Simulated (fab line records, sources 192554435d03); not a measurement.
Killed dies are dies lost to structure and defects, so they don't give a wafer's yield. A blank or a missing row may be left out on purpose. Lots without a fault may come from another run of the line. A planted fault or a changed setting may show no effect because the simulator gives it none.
fab line records | flow n5_finfet
record lots=9 wafers=27 last_day=17
route steps=1938 shown BEOL_M4@1045 PASSIVATION@1936
lots that met no fault: from a run of the same line without faults
start_h: hours from the record's first day to the start of the lot's first wafer shown | wait_h: hours since the lot's step before | " the same as in the row above | L1.1+2: a row that stands for several wafers | - no value, or no start given | * or withheld: withheld | < > ~ a bound
route shown NAME@n: a module of which the file shows steps, and the number in the route of the first | usual: mean/standard deviation of fault-free wafers | same: alike in all rows | chamber/n: place in a boat | sites: the reading at each site | _std_site: their standard deviation | _edge_site: outer sites' mean less inner sites' | radius_mm: how far each site lies from the wafer's centre | mask NAME#n: copy n | behind: the tool/chamber that last shaped the wafer | hold: why the lot was held/for how many hours/how that ended | device: the transistor (n, p or np) that didn't switch | end of line: the same wafers' tests at the end of the route | a step without rows: its recipe alone | killed: dies lost to structure and defects at the first sort, not the wafer's yield | map: a wafer's dies, x killed, . not, _ none there
set.NAME: the setting as run; set.NAME@STEP: as run at that earlier step | model.NAME: the simulator's own value behind a step, which no gauge read
steps of the route over a sample of lots; a table a step, a row a wafer
services: from which hour (start_h, from the record's first day; less than 0 if before it) a tool's chamber was out of use, for how many hours, and why
## steps
# step N5_BEOL_M4_STRIP_19
# recipe chemistry=O2 power_w=400 temp_c=40 pressure_mtorr=30 rf_frequency_hz=6e+07 bias_power_w=0 overash_fraction=0.2 o2_flow_sccm=225
# usual chamber_pressure_mTorr=30.001/0.03 drypump_motor_current_A=5.6/0.39 oes_product_au=0.78/0.077 rf_vpp_V=3.7/0.49 showerhead_plenum_p_Torr=2.06/0.067 throttle_valve_pct=16.71/0.18
# columns lot.wafer tool chamber start_h wait_h chamber_pressure_mTorr drypump_motor_current_A oes_product_au rf_hours_counter_h rf_vpp_V showerhead_plenum_p_Torr throttle_valve_pct
L287.2 rie_diel-04 0 182.90 0.2 30.054 6.1 0.73 216 3.5 2.18 16.85
L287.3 " 1 " " 29.983 5.1 0.77 154 3.4 1.99 16.87
L287.6 " 3 " " 29.997 5.5 0.77 - 4.0 2.04 16.77
L286.4 rie_diel-04 1 183.10 0.1 29.999 5.1 0.77 - 4.3 1.99 16.87
L286.5 " 0 " " 30.021 6.1 0.72 - 3.6 2.18 16.85
L286.6 " 3 " " 29.987 5.5 0.78 - 4.7 2.04 16.77
L292.3 rie_diel-02 2 207.06 0.1 29.965 4.8 0.73 188 3.4 2.18 16.72
L292.5 " 2 " " 29.995 4.8 0.73 - 3.8 2.18 16.73
L292.6 " 1 " " 29.925 5.7 0.71 - 3.6 1.98 16.54
L294.2 rie_diel-06 0 226.05 0.1 30.041 5.7 0.93 13 4.2 2.04 16.33
L294.3 " 3 " " 30.036 5.5 0.83 80 4.0 2.03 16.57
L294.5 " 1 " " 30.020 6.2 0.87 - 3.6 2.02 16.71
L295.1 rie_diel-02 0 226.42 0.1 29.994 5.9 0.72 245 3.8 2.16 16.72
L295.4 " 3 " " 29.973 5.2 0.83 64 3.6 2.03 16.70
L295.5 " 3 " " 30.010 5.2 0.82 - 3.6 2.03 16.70
L300.4 rie_diel-06 2 262.37 0.2 29.980 5.5 0.73 - 3.2 2.08 16.99
L300.5 " 3 " " 29.975 5.5 0.82 - 3.3 2.03 16.60
L300.6 " 0 " " 29.965 5.7 0.91 - 4.1 2.04 16.35
L301.2 rie_diel-06 3 262.95 0.1 29.984 5.5 0.81 96 3.7 2.03 16.58
L301.4 " 0 " " 30.006 5.7 0.92 - 3.3 2.04 16.35
L301.6 " 2 " " 30.003 5.5 0.73 - 4.1 2.08 16.99
L302.1 rie_diel-02 2 267.98 0.1 29.945 4.8 0.72 214 4.0 2.17 16.77
L302.2 " 3 " " 30.025 5.2 0.81 82 4.6 2.02 16.72
L302.3 " 1 " " 29.977 5.7 0.70 234 4.8 1.97 16.57
L307.3 rie_diel-06 3 295.61 0.1 30.009 5.5 0.81 106 3.6 2.02 16.63
L307.4 " 1 " " 29.991 6.2 0.85 82 3.8 2.01 16.75
L307.5 " 0 " " 29.998 5.7 0.89 - 3.7 2.03 16.37
# step N5_BEOL_M4_INSPECT_30
# recipe mode=adi inspect_instrument=brightfield
# usual raw_defect_count=442/94
# columns lot.wafer tool chamber start_h wait_h raw_defect_count
L287.2 defect_inspect-02 - 183.38 0.0 442
L287.3 " - " " 335
L287.6 " - " " 424
L286.4 defect_inspect-02 - 183.69 0.0 463
L286.5 " - " " 461
L286.6 " - " " 429
L292.3 defect_inspect-02 - 207.54 0.0 478
L292.5 " - " " 477
L292.6 " - " " 462
L294.2 defect_inspect-02 - 226.66 0.0 391
L294.3 " - " " 494
L294.5 " - " " 367
L295.1 defect_inspect-01 - 226.90 0.1 389
L295.4 " - " " 248
L295.5 " - " " 306
L300.4 defect_inspect-01 - 262.96 0.0 488
L300.5 " - " " 496
L300.6 " - " " 358
L301.2 defect_inspect-01 - 263.42 0.0 370
L301.4 " - " " 507
L301.6 " - " " 267
L302.1 defect_inspect-01 - 268.58 0.1 442
L302.2 " - " " 363
L302.3 " - " " 461
L307.3 defect_inspect-02 - 296.09 0.0 342
L307.4 " - " " 351
L307.5 " - " " 454
# step N5_BEOL_M4_ALD_98
# recipe material=SiO2 target_thk_a=25 temp_c=100 ald_precursor_family=BDEAS ald_co_reactant=O2-plasma pulse_time_s=1 co_reactant_pulse_time_s=1 purge_time_s=2 co_reactant_purge_time_s=2 ald_cycles=17 pressure_torr=2
# usual ald_cycles=17/0 chamber_pressure_Torr=2.000/0.0047 co_reactant_pulse_time_s=1/0 heater_power_w=81/5.7 precursor_pulse_height_rel=1.003/0.019
# columns lot.wafer tool chamber start_h wait_h ald_cycles chamber_pressure_Torr co_reactant_pulse_time_s heater_power_w precursor_pulse_height_rel
L287.2 ald_sin-01 1 183.81 0.1 17 1.996 1 93 1.006
L287.3 " 3 " " 17 2.000 1 80 0.982
L287.6 " 2 " " 17 1.993 1 79 1.002
L286.4 ald_sin-01 1 183.91 0.1 17 2.001 1 92 1.013
L286.5 " 3 " " 17 1.999 1 77 0.998
L286.6 " 2 " " 17 2.000 1 82 1.032
L292.3 ald_sin-02 1 207.70 0.1 17 1.991 1 80 0.976
L292.5 " 3 " " 17 2.008 1 78 1.006
L292.6 " 1 " " 17 1.994 1 82 1.017
L294.2 ald_sin-01 0 226.82 0.1 17 1.994 1 84 0.969
L294.3 " 1 " " 17 1.998 1 95 1.025
L294.5 " 1 " " 17 1.997 1 93 1.027
L295.1 ald_sin-01 2 227.07 0.1 17 2.002 1 79 1.000
L295.4 " 1 " " 17 1.997 1 93 1.003
L295.5 " 1 " " 17 2.001 1 94 0.991
L300.4 ald_sin-02 0 263.13 0.0 - - - - -
L300.5 " 1 " " - - - - -
L300.6 " 2 " " - - - - -
L301.2 ald_sin-01 1 264.00 0.3 - - - - -
L301.4 " 2 " " - - - - -
L301.6 " 0 " " - - - - -
L302.1 ald_sin-02 2 268.86 0.1 - - - - -
L302.2 " 3 " " - - - - -
L302.3 " 0 " " - - - - -
L307.3 ald_sin-01 0 296.34 0.1 17 1.991 1 83 1.042
L307.4 " 2 " " 17 1.996 1 75 0.997
L307.5 " 0 " " 17 1.993 1 83 0.987
# step N5_BEOL_M4_VIA_ETCH_34
# recipe chemistry=C4F6/O2 target_depth_a=694 mask_material=SOC pressure_mtorr=15 ion_energy_ev=250 taper_deg=4 time_s=65.9 source_w=350 bias_w=170 Ar_flow_sccm=300 C4F6_flow_sccm=10 O2_flow_sccm=10
# usual chamber_pressure_mTorr=15.001/0.013 drypump_motor_current_A=5.5/0.4 oes_product_au=0.78/0.083 rf_vpp_V=661/22 showerhead_plenum_p_Torr=2.79/0.066 throttle_valve_pct=30.8/0.36
# same time_s=65.9
# columns lot.wafer tool chamber start_h wait_h chamber_pressure_mTorr drypump_motor_current_A oes_product_au rf_hours_counter_h rf_vpp_V showerhead_plenum_p_Torr throttle_valve_pct
L287.2 rie_diel-04 3 184.94 0.0 15.016 5.5 0.79 125 658 2.78 31.0
L287.3 " 0 " " 15.009 6.1 0.71 217 647 2.92 30.6
L287.6 " 1 " " 15.009 5.1 0.76 - 650 2.75 31.4
L286.4 rie_diel-06 3 185.03 0.0 14.982 5.5 0.86 - 667 2.80 31.0
L286.5 " 1 " " 15.029 6.2 0.91 - 704 2.76 30.8
L286.6 " 2 " " 15.014 5.5 0.74 - 681 2.81 30.9
L292.3 rie_diel-04 1 209.72 0.0 15.001 5.1 0.75 164 650 2.75 31.4
L292.5 " 1 " " 14.975 5.1 0.75 - 653 2.75 31.4
L292.6 " 2 " " 14.988 6.0 0.69 - 637 2.80 30.6
L294.2 rie_diel-02 0 230.85 0.0 14.996 5.9 0.70 246 684 2.92 30.5
L294.3 " 1 " " 15.005 5.6 0.70 217 645 2.68 30.2
L294.5 " 2 " " 15.009 4.8 0.73 - 654 2.89 30.2
L295.1 rie_diel-06 1 231.84 0.0 14.999 6.2 0.87 59 703 2.75 30.8
L295.4 " 3 " " 14.982 5.5 0.84 83 667 2.79 30.9
L295.5 " 1 " " 15.009 6.2 0.85 - 704 2.75 30.8
L300.4 rie_diel-06 0 263.43 0.0 15.019 5.7 0.92 - 618 2.80 30.8
L300.5 " 2 " " 15.035 5.5 0.71 - 679 2.80 31.0
L300.6 " 3 " " 14.979 5.5 0.82 - 666 2.78 31.0
L301.2 rie_diel-02 1 266.13 0.0 14.986 5.7 0.69 233 644 2.67 30.2
L301.4 " 1 " " 15.009 5.7 0.68 - 644 2.67 30.2
L301.6 " 3 " " 15.013 5.2 0.81 - 665 2.76 31.0
L302.1 rie_diel-06 0 269.78 0.0 15.013 5.7 0.91 25 618 2.80 30.8
L302.2 " 3 " " 14.995 5.5 0.81 99 665 2.78 31.0
L302.3 " 2 " " 15.009 5.5 0.70 212 681 2.80 31.0
L307.3 rie_diel-04 3 297.00 0.0 15.003 5.5 0.75 161 654 2.77 31.1
L307.4 " 3 " " 15.014 5.5 0.75 - 656 2.77 31.1
L307.5 " 2 " " 14.999 6.0 0.66 - 636 2.79 30.7
# step N5_BEOL_M4_RC_MEAS_101
# usual DIBL_N=37.3/2.3 DIBL_P=37.4/2.9 IOFF_N=0.18/0.045 IOFF_P=0.25/0.054 ION_N=679/15 ION_P=468/9.7 SS_N=71.8/0.62 SS_P=73.6/0.76 VT_N=248/4.1 VT_P=-248/3.6
# columns lot.wafer tool chamber start_h wait_h DIBL_N[mV/V] DIBL_P[mV/V] IOFF_N[nA/um] IOFF_P[nA/um] ION_N[uA/um] ION_P[uA/um] SS_N[mV/dec] SS_P[mV/dec] VT_N[mV] VT_P[mV]
L287.2 prober-01 0 189.22 0.2 37.0 38.6 0.17 0.24 697 480 71.6 72.8 247 -249
L287.3 " 0 " " 32.8 32.4 0.09 0.14 651 450 71.4 71.4 259 -254
L287.6 " 0 " " 34.7 35.2 0.12 0.18 666 459 71.6 72.1 253 -249
L286.4 prober-02 0 189.93 0.5 33.6 32.9 0.12 0.20 655 456 71.0 73.3 252 -247
L286.5 " 0 " " 32.9 33.4 0.12 0.20 667 469 70.7 72.9 255 -248
L286.6 " 0 " " 37.0 36.0 0.18 0.24 675 464 71.3 73.5 247 -249
L292.3 prober-02 0 216.15 0.3 40.4 39.5 0.25 0.31 708 483 72.6 74.4 242 -243
L292.5 " 0 " " 38.3 36.6 0.18 0.26 667 464 71.1 73.6 246 -245
L292.6 " 0 " " 38.9 38.0 0.20 0.27 701 481 72.2 73.5 245 -245
L294.2 prober-01 0 235.89 0.2 36.9 38.9 0.18 0.25 673 462 72.5 73.3 247 -249
L294.3 " 0 " " 32.6 32.7 0.11 0.16 675 461 70.8 72.4 258 -254
L294.5 " 0 " " 36.2 38.4 0.19 0.25 692 472 72.3 73.1 246 -246
L295.1 prober-02 0 236.47 0.0 38.0 39.3 0.22 0.24 696 471 71.9 73.7 245 -251
L295.4 " 0 " " 37.5 38.2 0.17 0.21 675 455 72.6 73.8 248 -253
L295.5 " 0 " " 39.2 40.2 0.25 0.26 702 467 71.9 73.8 242 -247
L300.4 prober-02 0 269.11 0.5 33.5 34.4 0.14 0.20 669 463 70.6 73.1 251 -249
L300.5 " 0 " " 32.0 33.1 0.13 0.19 679 468 70.6 72.6 249 -250
L300.6 " 0 " " 35.5 35.0 0.16 0.21 652 450 71.8 73.5 251 -253
L301.2 prober-01 0 270.82 0.2 38.4 39.6 0.22 0.29 672 459 73.0 74.3 248 -246
L301.4 " 0 " " 36.5 37.6 0.18 0.25 695 473 71.3 74.1 248 -246
L301.6 " 0 " " 37.4 38.9 0.21 0.28 703 474 71.7 74.2 245 -244
L302.1 prober-01 0 274.23 0.0 38.1 38.7 0.18 0.23 679 459 72.0 73.5 246 -250
L302.2 " 0 " " 39.1 39.5 0.20 0.24 674 458 71.9 73.8 246 -250
L302.3 " 0 " " 36.4 35.6 0.16 0.19 685 465 71.9 73.0 249 -252
L307.3 prober-02 0 301.76 0.3 38.2 36.8 0.19 0.30 680 476 71.5 73.7 246 -242
L307.4 " 0 " " 37.2 36.0 0.18 0.26 681 468 71.3 73.0 246 -246
L307.5 " 0 " " 34.7 33.0 0.13 0.21 675 472 71.0 72.6 251 -248
# step N5_PASSIVATION_PROBE_49
# usual defect_limited_yield=91.3/1.5 killed_at_M0_to_M3=35/8.7 killed_at_M4_up=14/5.5 killed_at_contacts=11/5.6 killed_at_front_end=39/13 killed_at_other=3.7/2.2 killed_dies=103/18 killed_open=69/14 killed_short=33/7.8 sort_bin_5_function=5.1/0.99 sort_bin_6_memory=3.3/0.67 sort_bin_8_speed=0.02/0.17 sort_n_pass=1077/18 sort_yield_pct=91.2/1.5
# same gross_dies=1180 killed_at_back_side=0 sort_bin_4_leakage[%]=0
# columns lot.wafer tool chamber start_h wait_h defect_limited_yield[%] killed_at_M0_to_M3 killed_at_M4_up killed_at_contacts killed_at_front_end killed_at_other killed_dies killed_open killed_short sort_bin_5_function[%] sort_bin_6_memory[%] sort_bin_8_speed[%] sort_n_pass sort_yield_pct[%]
L302.1 prober-02 - 377.61 0.0 89.5 52 11 12 45 4 124 63 58 5.6 4.5 0 1056 89.5
L302.2 prober-02 - 377.66 0.1 92.7 37 7 9 28 5 86 48 36 4.2 2.8 0 1094 92.7
L302.3 prober-02 - 377.71 0.1 91.1 37 14 20 27 7 105 69 34 5.1 3.4 0 1075 91.1
# killed by level:class
L302.1 BEOL_M0_SAQP:geometric_particle:short=14 MOL_CONTACT_COAG:geometric_particle:open=9 BEOL_M2:geometric_particle:open=9 FIN_SAQP:geometric_particle:short=8 GATE_CUT:geometric_particle:short=8 BEOL_M0_SAQP:geometric_particle:open=7 BEOL_M1:geometric_particle:open=7 BEOL_M3:geometric_particle:open=6
L302.2 BEOL_M0_SAQP:geometric_particle:short=11 BEOL_M0_SAQP:geometric_particle:open=11 STI_FIN_REVEAL:geometric_particle:open=8 MOL_CONTACT_COAG:geometric_particle:open=7 FIN_SAQP:geometric_particle:short=6 BEOL_M2:geometric_particle:open=5 BEOL_M2:geometric_particle:short=4 DUMMY_GATE:geometric_particle:short=3
L302.3 MOL_CONTACT_COAG:geometric_particle:open=15 BEOL_M0_SAQP:geometric_particle:short=12 BEOL_M2:geometric_particle:open=7 BEOL_M4:geometric_particle:open=7 DUMMY_GATE:geometric_particle:open=6 BEOL_M0_SAQP:geometric_particle:open=6 GATE_CUT:geometric_particle:short=5 MOL_CONTACT_COAG:geometric_particle:short=5
## services
# columns tool chamber start_h hours kind
rie_diel-02 3 166.84 4.9 repair
rie_diel-02 - 177.25 2.8 pm
rie_diel-06 0 177.60 - clean
rie_diel-06 0 177.60 - consumable_replace:focus_ring
rie_diel-06 0 177.60 13.5 scheduled_down
rie_diel-06 0 177.60 13.5 vent_cycle
rie_diel-04 2 179.58 5.0 repair
ald_sin-02 2 195.76 12.1 repair
rie_diel-02 0 197.42 3.8 repair
ald_sin-02 0 212.82 3.4 repair
ald_sin-01 3 233.49 12.2 repair
ald_sin-01 2 234.21 7.9 repair
rie_diel-06 0 247.66 11.7 repair
ald_sin-02 - 253.11 0.9 repair
ald_sin-01 3 263.82 2.5 repair
ald_sin-01 - 268.28 14.0 pm
ald_sin-01 0 268.28 14.0 vent_cycle
ald_sin-01 1 268.28 14.0 vent_cycle
ald_sin-01 2 268.28 14.0 vent_cycle
rie_diel-04 3 275.02 10.0 repair
rie_diel-06 3 280.34 5.1 repair
ald_sin-01 1 282.39 15.9 repair
ald_sin-01 3 286.45 20.9 repair
ald_sin-02 - 293.09 2.8 pm
## key
first_sign step=N5_BEOL_M4_ALD_98 reading=tool_record direction=missing
effect none on later readings
met_at N5_BEOL_M4_ALD_98
struck_lots L300,L301,L302
not_acting_at N5_BEOL_M4_STRIP_19,N5_BEOL_M4_INSPECT_30,N5_BEOL_M4_VIA_ETCH_34
onset_between 227.07 263.13
fault kind=skipped_step_whole tool=ald_sin-01,ald_sin-02 chamber=- onset_h=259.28 steps=N5_BEOL_M4_ALD_98 scope=struck_lots_only
